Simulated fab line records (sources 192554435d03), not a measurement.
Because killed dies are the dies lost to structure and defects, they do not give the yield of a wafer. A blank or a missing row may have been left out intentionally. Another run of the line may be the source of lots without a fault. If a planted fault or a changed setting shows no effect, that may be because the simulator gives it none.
Which tool is to blame? | flow n5Finfet | 11 lots, 33 wafers sampled, at 4 steps of a route of 1938

WHAT EACH GAUGE READ, for each wafer
N5_BEOL_M5_CD_MEAS_18: pitch 56 nm, target cd 28 nm. Usual: cdNm reads 27.9 nm (standard deviation 0.37).
lot  | measured     | on       | cdNm (nm)      | flag
L975 | day 8 08:47  | cdSem-01 | 27.6 28.2 27.6 | 
L977 | day 9 09:07  | cdSem-03 | 28.1 27.8 28.1 | 
L979 | day 9 17:32  | cdSem-03 | 28.5 28.1 27.9 | 
L983 | day 10 09:24 | cdSem-02 | 27.7 27.7 28.4 | 
L982 | day 10 10:07 | cdSem-03 | 27.6 27.4 27.6 | 
L988 | day 11 17:34 | cdSem-01 | 27.5 28.5 28.3 | 
L993 | day 13 04:17 | cdSem-03 | 27.2 28.0 28.1 | 
L995 | day 13 07:25 | cdSem-03 | 27.9 27.6 27.5 | 
L994 | day 14 00:09 | cdSem-03 | 27.5 28.3 27.7 | 
L996 | day 14 03:10 | cdSem-03 | 27.5 28.2 27.6 | 
L997 | day 14 08:35 | cdSem-01 | 28.2 28.5 28.5 | 

N5_BEOL_M5_CD_MEAS_28: target cd 30.6 nm, target cd y 20 nm. Usual: cdNm reads 30.66 nm (standard deviation 0.27).
lot  | measured     | on       | cdNm (nm)         | flag
L975 | day 8 10:14  | cdSem-03 | 30.97 31.19 31.17 | 
L977 | day 9 09:34  | cdSem-03 | 30.41 30.72 31.25 | 
L979 | day 9 18:44  | cdSem-03 | 30.66 30.86 30.80 | 
L983 | day 10 09:50 | cdSem-03 | 30.30 31.02 30.45 | 
L982 | day 10 11:15 | cdSem-02 | 30.23 30.50 30.35 | 
L988 | day 11 21:11 | cdSem-01 | 30.46 30.60 30.30 | 
L993 | day 13 05:33 | cdSem-01 | 30.97 30.86 30.47 | 
L995 | day 13 08:38 | cdSem-03 | 30.94 30.30 30.53 | 
L994 | day 14 01:39 | cdSem-03 | 30.85 30.56 30.77 | 
L996 | day 14 03:38 | cdSem-03 | 30.72 30.66 31.07 | 
L997 | day 14 08:55 | cdSem-03 | 30.73 30.52 30.45 | 

N5_BEOL_M5_OCD_MEAS_38. Usual: trenchDepthNm reads 71.4 nm (standard deviation 1.3).
lot  | measured     | on     | trenchDepthNm (nm) | flag
L975 | day 8 11:04  | ocd-01 | 70.6 70.5 69.8     | 
L977 | day 9 10:07  | ocd-01 | 71.4 71.0 72.3     | 
L979 | day 9 19:17  | ocd-02 | 70.0 70.0 69.4     | 
L983 | day 10 10:23 | ocd-01 | 72.3 70.7 72.1     | 
L982 | day 10 11:47 | ocd-02 | 72.1 69.9 70.9     | 
L988 | day 11 22:04 | ocd-01 | 73.1 72.9 73.0     | 
L993 | day 13 06:23 | ocd-01 | 73.3 69.0 70.3     | 
L995 | day 13 09:32 | ocd-01 | 71.3 71.0 70.6     | 
L994 | day 14 02:46 | ocd-02 | 70.2 69.6 68.8     | 
L996 | day 14 04:39 | ocd-02 | 71.2 72.6 71.1     | 
L997 | day 14 09:32 | ocd-02 | 72.2 71.7 71.3     | 

TOOL THAT RAN EACH LOT (tool first, then ch and the chambers of the sampled wafers, then the start)
lot  | N5_BEOL_M5_ETCH_68
L975 | rieDiel-03 ch 1,3, day 8 10:43
L977 | rieDiel-02 ch 1,2,3, day 9 09:47
L979 | rieDiel-03 ch 0,1,3, day 9 18:56
L983 | rieDiel-02 ch 0,3, day 10 10:02
L982 | rieDiel-02 ch 0,2, day 10 11:27
L988 | rieDiel-02 ch 1,2,3, day 11 21:43
L993 | rieDiel-04 ch 0,1,3, day 13 06:02
L995 | rieDiel-04 ch 1,2, day 13 09:12
L994 | rieDiel-03 ch 0,1,2, day 14 02:26
L996 | rieDiel-02 ch 0,1, day 14 04:19
L997 | rieDiel-02 ch 0,1,2, day 14 09:12
- N5_BEOL_M5_ETCH_68: etches SOC in N2/H2, target depth 80 nm, overetch 16 nm, time 120 s.

AS READ BY THE TOOLS THEMSELVES (means over the sampled wafers that have a number; for cases with no such wafer, the mark the record gives instead)
N5_BEOL_M5_ETCH_68. Usual: biasW 150.0 W, standard deviation 0.42; drypumpMotorCurrentA 5.9 A, standard deviation 0.52; oesProductAu 0.61 a.u., standard deviation 0.059; rfVppV 524.8 V, standard deviation 2.3; showerheadPlenumPTorr 2.58 Torr, standard deviation 0.084; throttleValvePct 17.76 %, standard deviation 0.26.
lot  | tool       | biasW (W) | drypumpMotorCurrentA (A) | oesProductAu (a.u.) | rfVppV (V) | showerheadPlenumPTorr (Torr) | throttleValvePct (%) | flag
L975 | rieDiel-03 | 149.9     | 5.8                      | 0.65                | 525.9      | 2.61                         | 17.65                | 
L977 | rieDiel-02 | 149.6     | 6.2                      | 0.66                | 525.7      | 2.63                         | 17.54                | 
L979 | rieDiel-03 | 149.7     | 5.8                      | 0.60                | 523.9      | 2.55                         | 17.79                | 
L983 | rieDiel-02 | 150.1     | 6.1                      | 0.63                | 526.9      | 2.64                         | 17.87                | 
L982 | rieDiel-02 | 161.9     | 5.6                      | 0.58                | 549.0      | 2.54                         | 17.96                | OFF
L988 | rieDiel-02 | 162.1     | 6.2                      | 0.64                | 550.5      | 2.62                         | 17.59                | OFF
L993 | rieDiel-04 | 149.5     | 5.9                      | 0.59                | 524.6      | 2.57                         | 17.67                | 
L995 | rieDiel-04 | 149.9     | 5.9                      | 0.54                | 526.4      | 2.62                         | 17.92                | 
L994 | rieDiel-03 | 150.2     | 5.7                      | 0.57                | 522.6      | 2.49                         | 17.93                | 
L996 | rieDiel-02 | 149.7     | 5.2                      | 0.55                | 523.4      | 2.52                         | 18.00                | 
L997 | rieDiel-02 | 150.2     | 5.7                      | 0.58                | 523.8      | 2.55                         | 17.78                | 

THE ANSWER, worked out from the rows above alone
Rule: take the mean of a lot's wafers that have a number; if it is more than 3 standard deviations from the usual mean, the lot is off. Also off: a lot with no number at a reading for which 4 or more lots have one. All remaining lots with rows at the step are treated as sound. After the gauges, taken in route order, come the tools' own readings; for these a lot's mean is taken, as printed above. At the first step where some lot is off, the reading lying furthest off is the one used; lots without a number count as furthest.
Off at N5_BEOL_M5_ETCH_68 (biasW): L982, L988.
A tool fits if, at that step or a process step before it, it ran every lot that is off, and no sound lot after the first of them. No candidate that was tried fits.

WHAT WAS PUT IN BY THE SIMULATOR
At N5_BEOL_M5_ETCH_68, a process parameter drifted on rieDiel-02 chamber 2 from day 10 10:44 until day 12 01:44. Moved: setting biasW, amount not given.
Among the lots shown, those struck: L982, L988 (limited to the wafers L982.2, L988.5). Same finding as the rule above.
